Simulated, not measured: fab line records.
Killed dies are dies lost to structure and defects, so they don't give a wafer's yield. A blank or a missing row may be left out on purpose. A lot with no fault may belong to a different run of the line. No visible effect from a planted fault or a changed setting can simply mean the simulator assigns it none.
Chamber matching || flow n5Finfet || N5_FIN_SAQP_PECVD_47 on pecvd-02 has 3 sister chambers
The step deposits a-Si from SiH4/He, target thk 45 nm, time 36.3 s. 27 wafers are shown with their chamber, then 12 later ones without.

## EACH WAFER AND ITS CHAMBER
{"wafer": "L076.1", "chamber": 0, "throttleValvePct (%)": 18.2, "heaterPowerW (W)": 913, "showerheadPlenumPTorr (Torr)": 5.66}
{"wafer": "L076.2", "chamber": 1, "throttleValvePct (%)": 18.2, "heaterPowerW (W)": 787, "showerheadPlenumPTorr (Torr)": 5.64}
{"wafer": "L076.5", "chamber": 1, "throttleValvePct (%)": 18.4, "heaterPowerW (W)": 780, "showerheadPlenumPTorr (Torr)": 5.65}
{"wafer": "L077.1", "chamber": 0, "throttleValvePct (%)": 18.5, "heaterPowerW (W)": 883, "showerheadPlenumPTorr (Torr)": 5.66}
{"wafer": "L077.2", "chamber": 1, "throttleValvePct (%)": 18.2, "heaterPowerW (W)": 788, "showerheadPlenumPTorr (Torr)": 5.65}
{"wafer": "L077.3", "chamber": 2, "throttleValvePct (%)": 17.5, "heaterPowerW (W)": 918, "showerheadPlenumPTorr (Torr)": 5.69}
{"wafer": "L077.4", "chamber": 2, "throttleValvePct (%)": 17.6, "heaterPowerW (W)": 903, "showerheadPlenumPTorr (Torr)": 5.68}
{"wafer": "L077.5", "chamber": 0, "throttleValvePct (%)": 18.3, "heaterPowerW (W)": 881, "showerheadPlenumPTorr (Torr)": 5.66}
{"wafer": "L077.6", "chamber": 1, "throttleValvePct (%)": 18.5, "heaterPowerW (W)": 767, "showerheadPlenumPTorr (Torr)": 5.66}
{"wafer": "L078.4", "chamber": 1, "throttleValvePct (%)": 18.4, "heaterPowerW (W)": 784, "showerheadPlenumPTorr (Torr)": 5.65}
{"wafer": "L078.5", "chamber": 2, "throttleValvePct (%)": 17.7, "heaterPowerW (W)": 991, "showerheadPlenumPTorr (Torr)": 5.69}
{"wafer": "L078.6", "chamber": 0, "throttleValvePct (%)": 18.3, "heaterPowerW (W)": 938, "showerheadPlenumPTorr (Torr)": 5.65}
{"wafer": "L079.2", "chamber": 0, "throttleValvePct (%)": 18.4, "heaterPowerW (W)": 917, "showerheadPlenumPTorr (Torr)": 5.68}
{"wafer": "L079.3", "chamber": 2, "throttleValvePct (%)": 17.6, "heaterPowerW (W)": 1045, "showerheadPlenumPTorr (Torr)": 5.68}
{"wafer": "L079.6", "chamber": 2, "throttleValvePct (%)": 17.3, "heaterPowerW (W)": 1051, "showerheadPlenumPTorr (Torr)": 5.67}
{"wafer": "L081.1", "chamber": 2, "throttleValvePct (%)": 17.5, "heaterPowerW (W)": 967, "showerheadPlenumPTorr (Torr)": 5.68}
{"wafer": "L081.2", "chamber": 0, "throttleValvePct (%)": 18.5, "heaterPowerW (W)": 892, "showerheadPlenumPTorr (Torr)": 5.68}
{"wafer": "L081.6", "chamber": 0, "throttleValvePct (%)": 18.2, "heaterPowerW (W)": 884, "showerheadPlenumPTorr (Torr)": 5.67}
{"wafer": "L085.2", "chamber": 0, "throttleValvePct (%)": 18.6, "heaterPowerW (W)": 931, "showerheadPlenumPTorr (Torr)": 5.66}
{"wafer": "L085.4", "chamber": 1, "throttleValvePct (%)": 18.5, "heaterPowerW (W)": 745, "showerheadPlenumPTorr (Torr)": 5.66}
{"wafer": "L085.5", "chamber": 2, "throttleValvePct (%)": 17.8, "heaterPowerW (W)": 1013, "showerheadPlenumPTorr (Torr)": 5.68}
{"wafer": "L087.2", "chamber": 0, "throttleValvePct (%)": 18.4, "heaterPowerW (W)": 905, "showerheadPlenumPTorr (Torr)": 5.66}
{"wafer": "L087.3", "chamber": 1, "throttleValvePct (%)": 18.4, "heaterPowerW (W)": 776, "showerheadPlenumPTorr (Torr)": 5.65}
{"wafer": "L087.5", "chamber": 0, "throttleValvePct (%)": 18.3, "heaterPowerW (W)": 907, "showerheadPlenumPTorr (Torr)": 5.66}
{"wafer": "L089.2", "chamber": 0, "throttleValvePct (%)": 18.3, "heaterPowerW (W)": 806, "showerheadPlenumPTorr (Torr)": 5.67}
{"wafer": "L089.3", "chamber": 1, "throttleValvePct (%)": 18.7, "heaterPowerW (W)": 740, "showerheadPlenumPTorr (Torr)": 5.65}
{"wafer": "L089.6", "chamber": 2, "throttleValvePct (%)": 17.6, "heaterPowerW (W)": 1065, "showerheadPlenumPTorr (Torr)": 5.68}

SIGNATURES (means of the wafers above)
{"reading": "throttleValvePct", "chamber 0": 18.364, "chamber 1": 18.412, "chamber 2": 17.575, "scatter within a chamber": 0.146}
{"reading": "heaterPowerW", "chamber 0": 896.09, "chamber 1": 770.88, "chamber 2": 994.12, "scatter within a chamber": 41.4}
{"reading": "showerheadPlenumPTorr", "chamber 0": 5.6645, "chamber 1": 5.6513, "chamber 2": 5.6813, "scatter within a chamber": 0.00777}
Rule: for a wafer and a chamber, the distance is found by dividing, reading by reading, the gap between the wafer's reading and the chamber's mean by the reading's scatter, squaring, summing and taking the root. If the next closest chamber is less than 2 further off than the closest, the wafer can't be placed; otherwise it belongs to the closest. How the scatter is found: for the shown wafers, subtract from each reading the mean of its chamber, square and add these, divide the total by (wafers less chambers), then take the root.

## WAFERS MISSING THEIR CHAMBER
{"wafer": "L090.2", "throttleValvePct (%)": 18.5, "heaterPowerW (W)": 858, "showerheadPlenumPTorr (Torr)": 5.65}
{"wafer": "L090.3", "throttleValvePct (%)": 17.9, "heaterPowerW (W)": 1068, "showerheadPlenumPTorr (Torr)": 5.68}
{"wafer": "L090.5", "throttleValvePct (%)": 18.4, "heaterPowerW (W)": 701, "showerheadPlenumPTorr (Torr)": 5.66}
{"wafer": "L092.1", "throttleValvePct (%)": 17.8, "heaterPowerW (W)": 878, "showerheadPlenumPTorr (Torr)": 5.67}
{"wafer": "L092.2", "throttleValvePct (%)": 18.1, "heaterPowerW (W)": 909, "showerheadPlenumPTorr (Torr)": 5.68}
{"wafer": "L092.3", "throttleValvePct (%)": 18.5, "heaterPowerW (W)": 807, "showerheadPlenumPTorr (Torr)": 5.64}
{"wafer": "L093.3", "throttleValvePct (%)": 18.3, "heaterPowerW (W)": 764, "showerheadPlenumPTorr (Torr)": 5.65}
{"wafer": "L093.5", "throttleValvePct (%)": 18.2, "heaterPowerW (W)": 846, "showerheadPlenumPTorr (Torr)": 5.67}
{"wafer": "L093.6", "throttleValvePct (%)": 17.7, "heaterPowerW (W)": 913, "showerheadPlenumPTorr (Torr)": 5.68}
{"wafer": "L095.2", "throttleValvePct (%)": 18.1, "heaterPowerW (W)": 875, "showerheadPlenumPTorr (Torr)": 5.67}
{"wafer": "L095.4", "throttleValvePct (%)": 17.8, "heaterPowerW (W)": 1060, "showerheadPlenumPTorr (Torr)": 5.67}
{"wafer": "L095.6", "throttleValvePct (%)": 18.2, "heaterPowerW (W)": 897, "showerheadPlenumPTorr (Torr)": 5.66}

## WHICH CHAMBER EACH WENT THROUGH
{"wafer": "L090.2", "from the rows above": "can't be placed: 1 or 0", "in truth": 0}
{"wafer": "L090.3", "from the rows above": 2, "in truth": 2}
{"wafer": "L090.5", "from the rows above": 1, "in truth": 1}
{"wafer": "L092.1", "from the rows above": "can't be placed: 2 or 0 or 1", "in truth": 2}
{"wafer": "L092.2", "from the rows above": "can't be placed: 0 or 2", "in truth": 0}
{"wafer": "L092.3", "from the rows above": 1, "in truth": 1}
{"wafer": "L093.3", "from the rows above": 1, "in truth": 1}
{"wafer": "L093.5", "from the rows above": "can't be placed: 0 or 1", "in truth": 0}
{"wafer": "L093.6", "from the rows above": 2, "in truth": 2}
{"wafer": "L095.2", "from the rows above": 0, "in truth": 0}
{"wafer": "L095.4", "from the rows above": 2, "in truth": 2}
{"wafer": "L095.6", "from the rows above": 0, "in truth": 0}
Placed correctly: 8 of 12. Cannot be placed on the basis of these rows: 4; the candidates contain the true chamber in 4. Number placed wrongly: 0.
